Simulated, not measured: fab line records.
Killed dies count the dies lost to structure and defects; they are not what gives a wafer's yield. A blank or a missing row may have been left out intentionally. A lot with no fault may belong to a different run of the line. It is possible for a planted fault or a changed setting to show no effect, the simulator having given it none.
Chamber matching + flow n5Finfet + 3 sister chambers for N5_BEOL_M9_ILD_DEP_00 on pecvd-01
The step deposits SiCOH lowk from DEMS/porogen, target thk 308.51 nm, time 58 s. 14 wafers are shown with their chamber, then 7 later ones without.

== WAFERS PAIRED WITH THEIR CHAMBERS ==
| wafer  | chamber | throttleValvePct (%) | showerheadPlenumPTorr (Torr) | heaterPowerW (W) |
|--------|---------|----------------------|------------------------------|------------------|
| L076.2 | 0       | 13.5                 | 5.749                        | 275              |
| L076.3 | 1       | 13.0                 | 5.729                        | 295              |
| L076.5 | 1       | 13.0                 | 5.727                        | 302              |
| L075.1 | 0       | 13.7                 | 5.728                        | 244              |
| L075.3 | 2       | 12.5                 | 5.753                        | 283              |
| L075.6 | 0       | 13.4                 | 5.760                        | 252              |
| L078.1 | 0       | 13.5                 | 5.758                        | 285              |
| L078.4 | 2       | 12.6                 | 5.751                        | 239              |
| L078.6 | 0       | 13.7                 | 5.756                        | 286              |
| L079.1 | 2       | 12.3                 | 5.757                        | 291              |
| L079.2 | 0       | 13.2                 | 5.758                        | 243              |
| L079.4 | 2       | 12.7                 | 5.745                        | 289              |
| L085.2 | 1       | 12.9                 | 5.721                        | 260              |
| L085.4 | 2       | 12.5                 | 5.754                        | 287              |

SIGNATURES (averages over the wafers above)
| reading               | chamber 0 | chamber 1 | chamber 2 | scatter within a chamber |
|-----------------------|-----------|-----------|-----------|--------------------------|
| throttleValvePct      | 13.500    | 12.967    | 12.520    | 0.158                    |
| showerheadPlenumPTorr | 5.75150   | 5.72567   | 5.75200   | 0.00879                  |
| heaterPowerW          | 264.17    | 285.67    | 277.80    | 21.2                     |
Rule: for a wafer and a chamber, the distance is found by dividing, reading by reading, the gap between the wafer's reading and the chamber's mean by the reading's scatter, squaring, summing and taking the root. If the next closest chamber is less than 2 further off than the closest, the wafer can't be placed; otherwise it belongs to the closest. The scatter: the root of (the sum of the squares of (reading less its chamber's mean) over the shown wafers, divided by (wafers less chambers)).

== WAFERS WITH NO CHAMBER GIVEN ==
| wafer  | throttleValvePct (%) | showerheadPlenumPTorr (Torr) | heaterPowerW (W) |
|--------|----------------------|------------------------------|------------------|
| L085.6 | 13.4                 | 5.746                        | 276              |
| L091.1 | 12.7                 | 5.742                        | 280              |
| L091.2 | 12.5                 | 5.752                        | 287              |
| L091.4 | 13.6                 | 5.761                        | 261              |
| L094.3 | 12.8                 | 5.758                        | 275              |
| L094.4 | 13.8                 | 5.754                        | 291              |
| L094.5 | 12.9                 | 5.738                        | 245              |

== WHICH CHAMBER EACH ONE RAN IN ==
| wafer  | from the rows above          | in truth |
|--------|------------------------------|----------|
| L085.6 | 0                            | 0        |
| L091.1 | can't be placed: 2 or 1      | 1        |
| L091.2 | 2                            | 2        |
| L091.4 | 0                            | 0        |
| L094.3 | can't be placed: 2 or 1      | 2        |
| L094.4 | 0                            | 0        |
| L094.5 | can't be placed: 1 or 2 or 0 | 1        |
Placed correctly: 4 of 7. These rows do not allow placing 3 (true chamber among the candidates in 3). Placed wrongly: 0.
